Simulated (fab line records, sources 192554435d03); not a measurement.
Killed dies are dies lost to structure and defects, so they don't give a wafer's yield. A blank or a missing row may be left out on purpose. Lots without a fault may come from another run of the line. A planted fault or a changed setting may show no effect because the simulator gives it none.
fab line records | flow n5_finfet
record lots=8 wafers=22 last_day=22
route steps=1938 shown GATE_CUT@492 BEOL_M4@1111
lots that met no fault: from a run of the same line without faults
start_h: hours from the record's first day to the start of the lot's first wafer shown | wait_h: hours since the lot's step before | " the same as in the row above | L1.1+2: a row that stands for several wafers | - no value, or no start given | * or withheld: withheld | < > ~ a bound
route shown NAME@n: a module of which the file shows steps, and the number in the route of the first | usual: mean/standard deviation of fault-free wafers | same: alike in all rows | chamber/n: place in a boat | sites: the reading at each site | _std_site: their standard deviation | _edge_site: outer sites' mean less inner sites' | radius_mm: how far each site lies from the wafer's centre | mask NAME#n: copy n | behind: the tool/chamber that last shaped the wafer | hold: why the lot was held/for how many hours/how that ended | device: the transistor (n, p or np) that didn't switch | end of line: the same wafers' tests at the end of the route | a step without rows: its recipe alone | killed: dies lost to structure and defects at the first sort, not the wafer's yield | map: a wafer's dies, x killed, . not, _ none there
set.NAME: the setting as run; set.NAME@STEP: as run at that earlier step | model.NAME: the simulator's own value behind a step, which no gauge read
steps of the route over a sample of lots; a table a step, a row a wafer
services: from which hour (start_h, from the record's first day; less than 0 if before it) a tool's chamber was out of use, for how many hours, and why
## steps
# step N5_GATE_CUT_ETCH_36
# recipe chemistry=CF4 target=SiARC target_depth_a=130 mask_material=CAR-EUV time_s=21.7 ion_energy_ev=80 pressure_mtorr=40 source_w=545 bias_w=36 Ar_flow_sccm=100 cf4_flow_sccm=100 ends=cleared
# usual chamber_pressure_mTorr=40.00/0.039 drypump_motor_current_A=5.6/0.41 etch_rf_on_time_s=21.9/0.41 oes_product_au=0.68/0.07 rf_vpp_V=184.3/0.97 showerhead_plenum_p_Torr=2.17/0.05 throttle_valve_pct=15.50/0.2
# columns lot.wafer tool chamber start_h wait_h chamber_pressure_mTorr drypump_motor_current_A etch_rf_on_time_s oes_product_au rf_hours_counter_h rf_vpp_V showerhead_plenum_p_Torr throttle_valve_pct
L711.2 rie_diel-01 3 88.07 0.0 40.03 6.2 23.2 0.59 246 186.8 2.18 15.65
L711.4 " 2 " " 40.05 6.2 21.8 0.57 - 184.0 2.19 15.82
L711.5 " 3 " " 40.01 6.2 22.9 0.59 - 185.5 2.18 15.65
L712.1 rie_diel-04 3 91.17 0.0 40.06 5.8 22.5 0.65 128 184.3 2.16 15.37
L712.4 " 1 " " 39.99 5.4 21.6 0.64 170 183.6 2.15 15.90
L712.6 " 1 " " 39.94 5.4 21.5 0.64 - 183.9 2.15 15.89
L716.1 rie_diel-01 3 113.87 0.0 39.96 6.2 22.7 0.58 249 184.2 2.17 15.65
L716.2 " 2 " " 40.04 6.1 21.4 0.58 250 185.0 2.19 15.83
L716.3 " 1 " " 39.97 5.6 22.3 0.70 68 184.6 2.18 15.38
L717.1 rie_diel-04 2 119.27 0.0 39.99 5.1 21.3 0.63 177 184.7 2.22 15.59
L717.5 " 3 " " 40.02 5.8 22.3 0.66 - 184.9 2.16 15.38
L717.6 " 2 " " 40.00 5.1 21.3 0.64 - 184.7 2.22 15.58
L721.1 rie_diel-01 0 145.18 0.0 39.95 5.0 22.6 0.65 105 182.9 2.07 15.24
L721.2 " 2 " " 39.98 6.1 21.9 0.82 6 183.6 2.19 15.33
L721.3 " 1 " " 39.98 5.6 22.4 0.69 80 183.9 2.18 15.43
L726.2 rie_diel-01 1 176.25 0.0 39.90 5.6 14.1 0.90 93 184.9 2.17 15.43
L726.5 " 3 " " 39.94 6.2 22.2 0.81 - 183.1 2.17 15.18
L727.2 rie_diel-01 0 181.41 0.0 39.99 5.0 14.2 0.85 118 182.0 2.07 15.29
L727.5 " 1 " " 40.03 5.6 22.1 0.67 - 182.9 2.17 15.44
L728.2 rie_diel-01 1 189.07 0.0 39.95 5.6 13.9 0.89 99 184.3 2.17 15.47
L728.4 " 0 " " 39.97 5.0 22.4 0.64 122 183.6 2.07 15.30
L728.5 " 1 " " 40.00 5.6 22.1 0.67 - 185.0 2.17 15.47
# step N5_GATE_CUT_ETCH_37
# recipe chemistry=N2/H2 target=SOC target_depth_a=600 overetch_a=120 mask_material=SiARC temp_c=40 time_s=90 ion_energy_ev=200 pressure_mtorr=30 source_w=840 bias_w=150 n2_flow_sccm=200 h2_flow_sccm=200
# usual chamber_pressure_mTorr=30.001/0.026 drypump_motor_current_A=5.6/0.41 oes_product_au=0.71/0.073 rf_vpp_V=524.7/2 showerhead_plenum_p_Torr=2.57/0.069 throttle_valve_pct=17.70/0.21
# columns lot.wafer tool chamber start_h wait_h chamber_pressure_mTorr drypump_motor_current_A oes_product_au rf_hours_counter_h rf_vpp_V showerhead_plenum_p_Torr throttle_valve_pct
L711.2 rie_diel-01 3 88.09 0.0 30.033 6.2 0.63 246 523.6 2.59 17.74
L711.4 " 2 " " 30.027 6.2 0.61 - 525.1 2.61 18.01
L711.5 " 3 " " 30.011 6.2 0.64 - 524.9 2.59 17.75
L712.1 rie_diel-04 3 91.20 0.0 30.026 5.8 0.70 128 524.4 2.57 17.52
L712.4 " 1 " " 29.978 5.4 0.67 170 523.9 2.54 17.98
L712.6 " 1 " " 30.052 5.4 0.67 - 524.8 2.54 17.99
L716.1 rie_diel-01 3 113.90 0.0 29.986 6.2 0.63 249 526.0 2.59 17.76
L716.2 " 2 " " 30.003 6.2 0.61 250 525.1 2.61 18.01
L716.3 " 1 " " 30.010 5.6 0.74 68 525.4 2.59 17.64
L717.1 rie_diel-04 2 119.29 0.0 29.953 5.1 0.66 177 527.2 2.64 17.95
L717.5 " 3 " " 29.969 5.8 0.70 - 523.4 2.56 17.54
L717.6 " 2 " " 29.983 5.1 0.65 - 528.0 2.64 17.96
L721.1 rie_diel-01 0 145.21 0.0 29.967 5.0 0.70 105 520.9 2.45 17.44
L721.2 " 2 " " 29.994 6.2 0.86 6 525.1 2.60 17.55
L721.3 " 1 " " 30.043 5.6 0.73 80 525.3 2.58 17.66
L726.2 rie_diel-01 1 176.27 0.0 30.014 5.6 0.72 93 524.6 2.58 17.69
L726.5 " 3 " " 30.040 6.2 0.86 - 526.0 2.58 17.37
L727.2 rie_diel-01 0 181.44 0.0 30.020 5.0 0.69 118 522.0 2.45 17.47
L727.5 " 1 " " 30.020 5.6 0.72 - 525.0 2.58 17.69
L728.2 rie_diel-01 1 189.09 0.0 30.000 5.6 0.71 99 524.5 2.57 17.69
L728.4 " 0 " " 29.998 5.0 0.69 122 520.5 2.45 17.49
L728.5 " 1 " " 29.995 5.6 0.71 - 526.5 2.57 17.67
# step N5_GATE_CUT_ETCH_19
# recipe chemistry=CH3F/O2 target=SiNx mask_material=SiO2 target_depth_a=537 time_s=76.7 pressure_mtorr=30 source_w=395 bias_w=73 Ar_flow_sccm=150 CH3F_flow_sccm=30 O2_flow_sccm=20 ion_energy_ev=120 ends=cleared
# usual chamber_pressure_mTorr=30.000/0.027 drypump_motor_current_A=5.6/0.42 etch_rf_on_time_s=77.4/0.98 oes_f_703_au=0.79/0.08 oes_product_au=0.68/0.07 rf_vpp_V=300/6.2 showerhead_plenum_p_Torr=2.03/0.048 throttle_valve_pct=16.24/0.2
# columns lot.wafer tool chamber start_h wait_h chamber_pressure_mTorr drypump_motor_current_A etch_rf_on_time_s oes_f_703_au oes_product_au rf_hours_counter_h rf_vpp_V showerhead_plenum_p_Torr throttle_valve_pct
L711.2 rie_diel-01 3 88.30 0.0 29.979 6.2 79.8 0.69 0.59 246 303 2.04 16.37
L711.4 " 2 " " 30.033 6.2 76.2 0.68 0.58 - 299 2.05 16.55
L711.5 " 3 " " 30.013 6.2 80.4 0.70 0.59 - 306 2.03 16.34
L712.1 rie_diel-04 3 91.40 0.0 29.998 5.8 78.2 0.74 0.66 128 310 2.01 16.06
L712.4 " 1 " " 29.983 5.4 76.5 0.73 0.64 170 306 2.02 16.65
L712.6 " 1 " " 29.965 5.4 76.6 0.74 0.65 - 308 2.02 16.65
L716.1 rie_diel-01 3 114.10 0.0 29.974 6.2 79.4 0.69 0.58 249 304 2.03 16.35
L716.2 " 2 " " 30.011 6.1 75.5 0.68 0.58 250 297 2.05 16.56
L716.3 " 1 " " 29.984 5.6 77.0 0.82 0.70 68 301 2.03 16.06
L717.1 rie_diel-04 2 119.50 0.0 30.026 5.1 75.9 0.74 0.63 177 300 2.07 16.27
L717.5 " 3 " " 30.020 5.8 77.2 0.73 0.66 - 310 2.01 16.08
L717.6 " 2 " " 30.020 5.1 76.1 0.75 0.63 - 299 2.07 16.26
L721.1 rie_diel-01 0 145.41 0.0 30.017 5.0 79.0 0.77 0.65 106 289 1.95 16.07
L721.2 " 2 " " 30.023 6.1 77.4 0.96 0.81 6 299 2.04 16.09
L721.3 " 1 " " 30.006 5.6 78.3 0.81 0.69 81 301 2.02 16.08
L726.2 rie_diel-01 1 176.48 0.0 29.988 5.6 78.0 0.79 0.68 93 301 2.02 16.11
L726.5 " 3 " " 30.013 6.2 77.2 0.94 0.81 - 304 2.03 15.93
L727.2 rie_diel-01 0 181.64 0.0 29.998 5.0 78.5 0.76 0.64 118 290 1.94 16.09
L727.5 " 1 " " 29.960 5.6 78.3 0.79 0.67 - 300 2.02 16.10
L728.2 rie_diel-01 1 189.30 0.0 29.991 5.6 78.3 0.79 0.68 99 301 2.02 16.11
L728.4 " 0 " " 30.009 5.0 79.1 0.75 0.65 122 289 1.94 16.13
L728.5 " 1 " " 29.978 5.6 78.6 0.79 0.67 - 300 2.02 16.12
# step N5_GATE_CUT_CUT_ETCH_54
# recipe chemistry=Cl2/BCl3 target=TiN mask_material=SiO2 target_depth_a=967 pressure_mtorr=10 icp_w=1000 bias_w=126 Cl2_flow_sccm=53.25 bcl3_flow_sccm=21.75 Ar_flow_sccm=25 ends=cleared
# usual chamber_pressure_mTorr=10.000/0.0086 drypump_motor_current_A=5.6/0.43 etch_rf_on_time_s=36.7/0.91 oes_product_au=0.68/0.098 throttle_valve_pct=22.17/0.22
# columns lot.wafer tool chamber start_h wait_h chamber_pressure_mTorr drypump_motor_current_A etch_rf_on_time_s oes_product_au rf_hours_counter_h throttle_valve_pct
L711.2 rie_metal-01 1 88.47 0.0 10.019 4.9 35.5 0.76 26 22.01
L711.4 " 1 " " 10.001 4.9 35.6 0.76 - 22.02
L711.5 " 1 " " 10.027 4.9 35.5 0.76 - 22.00
L712.1 rie_metal-03 1 91.57 0.0 10.002 5.5 36.8 0.67 53 22.62
L712.4 " 1 " " 9.994 5.5 36.9 0.67 - 22.61
L712.6 " 0 " " 10.004 6.1 37.3 0.60 - 22.11
L716.1 rie_metal-03 1 114.27 0.0 9.987 5.5 36.1 0.69 54 22.61
L716.2 " 0 " " 9.997 6.1 36.6 0.60 98 22.11
L716.3 " 0 " " 9.998 6.1 36.9 0.60 - 22.13
L717.1 rie_metal-02 0 119.67 0.0 10.006 5.8 36.8 0.62 83 22.00
L717.5 " 1 " " 9.997 6.0 38.2 0.55 - 22.40
L717.6 " 0 " " 9.992 5.8 37.0 0.63 - 22.00
L721.1 rie_metal-02 0 145.64 0.1 10.005 5.9 36.4 0.62 86 22.01
L721.2 " 0 " " 9.989 5.9 36.1 0.63 - 22.00
L721.3 " 0 " " 10.009 5.9 36.5 0.62 - 22.00
L726.2 rie_metal-03 1 176.65 0.0 9.985 5.5 36.9 0.66 58 22.63
L726.5 " 1 " " 9.998 5.5 37.0 0.67 - 22.63
L727.2 rie_metal-03 0 181.81 0.0 9.994 6.1 37.0 0.59 103 22.13
L727.5 " 0 " " 9.997 6.1 37.4 0.59 - 22.14
L728.2 rie_metal-03 0 189.47 0.0 10.023 6.1 37.2 0.58 104 22.15
L728.4 " 1 " " 10.010 5.5 37.1 0.66 - 22.65
L728.5 " 1 " " 10.006 5.5 36.7 0.66 - 22.63
# step N5_BEOL_M4_RC_MEAS_101
# usual DIBL_N=35.8/1.6 DIBL_P=35.6/2 IOFF_N=0.15/0.031 IOFF_P=0.20/0.033 ION_N=668/12 ION_P=459/6.8 SS_N=71.4/0.53 SS_P=73.1/0.63 VT_N=250/3.5 VT_P=-251/3
# columns lot.wafer tool chamber start_h wait_h DIBL_N[mV/V] DIBL_P[mV/V] IOFF_N[nA/um] IOFF_P[nA/um] ION_N[uA/um] ION_P[uA/um] SS_N[mV/dec] SS_P[mV/dec] VT_N[mV] VT_P[mV]
L712.1 prober-01 0 306.28 0.1 34.5 34.8 0.12 0.19 645 443 70.6 73.0 255 -254
L712.4 " 0 " " 35.5 36.2 0.15 0.21 676 459 71.5 72.9 250 -250
L712.6 " 0 " " 36.9 37.5 0.17 0.24 672 464 71.9 73.6 248 -250
L721.1 prober-01 0 332.49 0.0 34.4 34.3 0.13 0.19 660 462 70.7 73.0 252 -249
L721.2 " 0 " " 33.6 33.3 0.11 0.17 649 458 70.8 72.6 255 -253
L721.3 " 0 " " 34.4 34.1 0.13 0.18 650 454 70.7 72.7 252 -253
L711.2 prober-02 0 347.77 0.2 35.8 36.3 0.16 0.22 674 464 71.8 72.8 251 -249
L711.4 " 0 " " 36.6 36.9 0.18 0.24 661 451 71.5 73.5 250 -248
L711.5 " 0 " " 35.5 36.1 0.15 0.22 671 464 71.5 73.1 251 -249
L716.1 prober-01 0 353.06 0.0 35.7 34.5 0.15 0.21 672 464 71.4 72.7 247 -250
L716.2 " 0 " " 34.6 32.7 0.13 0.18 667 461 71.2 72.6 252 -251
L716.3 " 0 " " 37.6 36.9 0.18 0.25 672 468 71.8 73.6 249 -246
L717.1 prober-02 0 360.48 0.0 36.1 32.6 0.14 0.18 660 455 72.3 73.0 251 -251
L717.5 " 0 " " 38.3 34.5 0.16 0.21 658 450 72.0 73.9 249 -250
L717.6 " 0 " " 38.4 35.5 0.17 0.22 670 461 72.3 73.8 246 -249
L728.2 prober-01 0 399.52 0.2 37.4 38.2 0.19 0.24 678 453 71.8 73.9 245 -246
L728.4 " 0 " " 37.3 37.3 0.18 0.22 671 457 71.7 74.1 247 -250
L728.5 " 0 " " 37.7 38.8 0.20 0.25 686 466 72.4 74.2 246 -248
L727.2 prober-01 0 404.51 0.2 37.5 37.2 0.17 0.22 679 461 71.5 73.1 246 -253
L727.5 " 0 " " 35.6 34.8 0.14 0.19 659 454 71.2 73.4 251 -250
L726.2 prober-01 0 414.49 0.2 35.5 34.4 0.15 0.20 656 453 71.4 73.3 251 -250
L726.5 " 0 " " 35.1 34.5 0.15 0.20 648 450 71.2 73.0 253 -252
## services
# columns tool chamber start_h hours kind
rie_metal-03 - 83.15 0.4 repair
rie_diel-01 0 87.43 7.3 repair
rie_metal-02 - 88.18 2.8 pm
rie_diel-04 - 91.50 0.6 repair
rie_metal-01 - 94.69 2.8 pm
rie_diel-01 0 98.96 4.9 repair
rie_metal-03 - 108.28 1.7 repair
rie_diel-01 2 117.67 - clean
rie_diel-01 2 117.67 - consumable_replace:focus_ring
rie_diel-01 2 117.67 14.4 scheduled_down
rie_diel-01 2 117.67 14.4 vent_cycle
rie_diel-01 3 132.34 - clean
rie_diel-01 3 132.34 - consumable_replace:focus_ring
rie_diel-01 3 132.34 19.6 scheduled_down
rie_diel-01 3 132.34 19.6 vent_cycle
rie_metal-03 - 132.67 1.4 pm
rie_metal-02 1 139.36 18.5 repair
rie_diel-04 - 140.84 11.0 repair
rie_diel-01 0 147.44 2.4 repair
rie_diel-01 0 155.67 2.0 repair
rie_diel-01 - 155.97 0.6 repair
rie_diel-04 2 173.32 3.1 repair
rie_metal-02 1 174.04 - clean
rie_diel-04 - 184.97 0.5 repair
## key
first_sign step=N5_GATE_CUT_ETCH_36 reading=etch_rf_on_time_s direction=down sigmas=19 usual=* struck=*
effect step=N5_GATE_CUT_ETCH_36 reading=oes_product_au direction=up sigmas=2.9 usual=0.68 struck=0.88
met_at N5_GATE_CUT_ETCH_36
struck_lots L726,L727,L728
struck_wafers L726.2,L727.2,L728.2
not_acting_at N5_GATE_CUT_ETCH_37,N5_GATE_CUT_ETCH_19,N5_GATE_CUT_CUT_ETCH_54
onset_between 145.18 176.25
fault kind=process_parameter_drift tool=rie_diel-01 chamber=- onset_h=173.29 steps=N5_GATE_CUT_ETCH_36 channel=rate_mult offset=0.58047 shape=step end_h=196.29 scope=struck_wafers_only
